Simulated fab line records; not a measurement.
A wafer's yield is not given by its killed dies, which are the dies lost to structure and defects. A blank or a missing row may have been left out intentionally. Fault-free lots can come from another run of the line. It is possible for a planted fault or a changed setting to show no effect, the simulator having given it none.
Chamber matching :: flow n5_finfet :: 3 sister chambers for N5_BEOL_M5_DEP_56 on pecvd-02
The step deposits SiCN from 3MS/NH3, target thk 8 nm, time 14 s. 6 wafers are shown with their chamber, then 10 later ones without.

## EACH WAFER AND ITS CHAMBER
wafer: L083.3
chamber: 0
throttle_valve_pct (%): 9.3
showerhead_plenum_p_Torr (Torr): 3.662

wafer: L083.4
chamber: 0
throttle_valve_pct (%): 9.7
showerhead_plenum_p_Torr (Torr): 3.654

wafer: L087.4
chamber: 1
throttle_valve_pct (%): 9.0
showerhead_plenum_p_Torr (Torr): 3.645

wafer: L087.5
chamber: 2
throttle_valve_pct (%): 7.9
showerhead_plenum_p_Torr (Torr): 3.674

wafer: L091.2
chamber: 2
throttle_valve_pct (%): 8.3
showerhead_plenum_p_Torr (Torr): 3.677

wafer: L091.4
chamber: 1
throttle_valve_pct (%): 9.1
showerhead_plenum_p_Torr (Torr): 3.648

## WAFERS WITHOUT THEIR CHAMBER
wafer: L091.5
throttle_valve_pct (%): 9.5
showerhead_plenum_p_Torr (Torr): 3.656

wafer: L094.3
throttle_valve_pct (%): 9.1
showerhead_plenum_p_Torr (Torr): 3.642

wafer: L094.4
throttle_valve_pct (%): 8.2
showerhead_plenum_p_Torr (Torr): 3.679

wafer: L094.5
throttle_valve_pct (%): 9.5
showerhead_plenum_p_Torr (Torr): 3.665

wafer: L096.1
throttle_valve_pct (%): 8.8
showerhead_plenum_p_Torr (Torr): 3.645

wafer: L096.2
throttle_valve_pct (%): 9.5
showerhead_plenum_p_Torr (Torr): 3.665

wafer: L096.3
throttle_valve_pct (%): 8.2
showerhead_plenum_p_Torr (Torr): 3.678

wafer: L096.4
throttle_valve_pct (%): 9.6
showerhead_plenum_p_Torr (Torr): 3.666

wafer: L096.5
throttle_valve_pct (%): 8.1
showerhead_plenum_p_Torr (Torr): 3.674

wafer: L096.6
throttle_valve_pct (%): 8.7
showerhead_plenum_p_Torr (Torr): 3.641

## THE CHAMBER EACH PASSED THROUGH
wafer: L091.5
from the rows above: 0
in truth: 0

wafer: L094.3
from the rows above: 1
in truth: 1

wafer: L094.4
from the rows above: 2
in truth: 2

wafer: L094.5
from the rows above: 0
in truth: 0

wafer: L096.1
from the rows above: 1
in truth: 1

wafer: L096.2
from the rows above: 0
in truth: 0

wafer: L096.3
from the rows above: 2
in truth: 2

wafer: L096.4
from the rows above: 0
in truth: 0

wafer: L096.5
from the rows above: 2
in truth: 2

wafer: L096.6
from the rows above: 1
in truth: 1
Correctly placed: 10 of 10. Left unplaced by these rows: 0. Placed wrongly: 0.
How it was worked out, from the rows above alone: a wafer's distance from a chamber is the root of the sum, over the readings, of the square of ((its reading less the chamber's mean) divided by the reading's scatter). The wafer belongs to the nearest chamber; if the next one is less than 2 further off, it can't be placed. Each chamber's mean is taken over the wafers shown for it. How the scatter is found: for the shown wafers, subtract from each reading the mean of its chamber, square and add these, divide the total by (wafers less chambers), then take the root.
